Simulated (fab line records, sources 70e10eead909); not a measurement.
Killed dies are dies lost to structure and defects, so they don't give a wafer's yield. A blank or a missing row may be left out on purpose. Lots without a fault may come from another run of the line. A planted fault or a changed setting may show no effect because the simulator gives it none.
A struck lot beside a sound one | flow nand_harc | 15 steps out of a route of 1302
Sound: wafers L719.2, L719.3, L719.5. Struck: wafer L717.1. (L717.2, L717.5 of the same lot were not struck and are left out.) The cause comes at the end.
At each step with rows: each side's tool, then ch and its chambers, then its first start. Under that, the readings that differ: sound wafers | struck wafers | difference of the means | sigmas: that difference in standard deviations of wafers without a fault.
alike: readings whose means differ by less than 2 such deviations, and words and numbers that are the same on both sides. not compared: withheld readings, readings that some wafer has no value for, bounds like >300 that may hide the same value, and numbers for which the record gives no deviation and whose values overlap.
The two part at a step that has a row with sigmas, a row that says differs or no value, or rows on one side only. Numbers that don't overlap but have no deviation are shown without sigmas and don't part them. A reading that every wafer of one side lacks parts them only if that side has two wafers or more.

first, 9 steps without rows for these wafers: NHARC_P_ZERO_WELL_DEHYDRATE_03 (time 120 s); NHARC_P_ZERO_WELL_HMDS_04 (time 30 s); NHARC_P_ZERO_WELL_COAT_64 (time 65 s); NHARC_P_ZERO_WELL_COAT_05 (resist thk 600 nm); NHARC_P_ZERO_WELL_SOFTBAKE_06 (time 70 s); NHARC_P_ZERO_WELL_EBR_07; NHARC_P_ZERO_WELL_EXPOSE_08 (exposes mask P ZERO, target cd 500 nm); NHARC_P_ZERO_WELL_PEB_09 (peb time 80 s); NHARC_P_ZERO_WELL_DEVELOP_10 (time 50 s).
NHARC_P_ZERO_WELL_CD_MEAS_11: target cd 500 nm.
  sound on cd_sem-02 ch 0, day 8 03:16; struck on cd_sem-02 ch 0, day 7 07:14
  alike: cd_nm
then, 1 step without rows for these wafers: NHARC_P_ZERO_WELL_HARDBAKE_12 (time 65 s).
NHARC_P_ZERO_WELL_DESCUM_13: chemistry O2, time 3 s.
  sound on rie_diel-09 ch 0,1,3, day 8 03:28; struck on rie_diel-13 ch 1, day 7 07:47
  reading               | sound             | struck | difference | sigmas
  oes_product_au (a.u.) | 1.003 1.002 1.010 | 0.974  | -0.031     | -3
  alike: drypump_motor_current_A, rf_vpp_V, showerhead_plenum_p_Torr, throttle_valve_pct
  not compared: rf_hours_counter_h
NHARC_P_ZERO_WELL_ETCH_65: etches the open film in N2/H2, target depth 80 nm, overetch 24 nm, time 87.88 s.
  sound on rie_diel-09 ch 0,2, day 8 03:33; struck on rie_diel-13 ch 3, day 7 07:52
  reading          | sound             | struck | difference | sigmas
  run_length_s (s) | 110.1 109.5 109.7 | 95.1   | -14.7      | -31
  alike: drypump_motor_current_A, oes_product_au, rf_vpp_V, showerhead_plenum_p_Torr, throttle_valve_pct
  not compared: rf_fwd_power_W, rf_hours_counter_h
NHARC_P_ZERO_WELL_ETCH_62: etches the open film in CHF3/Ar, target depth 13 nm, time 6.5 s.
  sound on rie_diel-09 ch 0,3; struck on rie_diel-13 ch 1
  reading            | sound             | struck | difference | sigmas
  rf_fwd_power_W (W) | 491.7 492.0 492.0 | 485.9  | -6.0       | -3
  alike: drypump_motor_current_A, oes_product_au, rf_vpp_V, run_length_s, showerhead_plenum_p_Torr, throttle_valve_pct
  not compared: rf_hours_counter_h
-- the record jumps here: 23 days lie between the struck wafers' starts before and after (it left off in module P_ZERO_WELL and takes up again in module END, whose first step shown is number 1302 of the route) --
NHARC_END_SORT_01:
  sound on prober-01 ch 0, day 30 05:11; struck on prober-01 ch 0, day 30 14:54
  alike: killed_at_array, killed_at_other, killed_at_periphery, killed_dies, killed_open, killed_short

WHERE THEY PART
First at NHARC_P_ZERO_WELL_DESCUM_13; last, within this record, at NHARC_P_ZERO_WELL_ETCH_62. Later steps at which nothing parts them and some readings are alike: NHARC_END_SORT_01.

WHY: what the simulator had put in
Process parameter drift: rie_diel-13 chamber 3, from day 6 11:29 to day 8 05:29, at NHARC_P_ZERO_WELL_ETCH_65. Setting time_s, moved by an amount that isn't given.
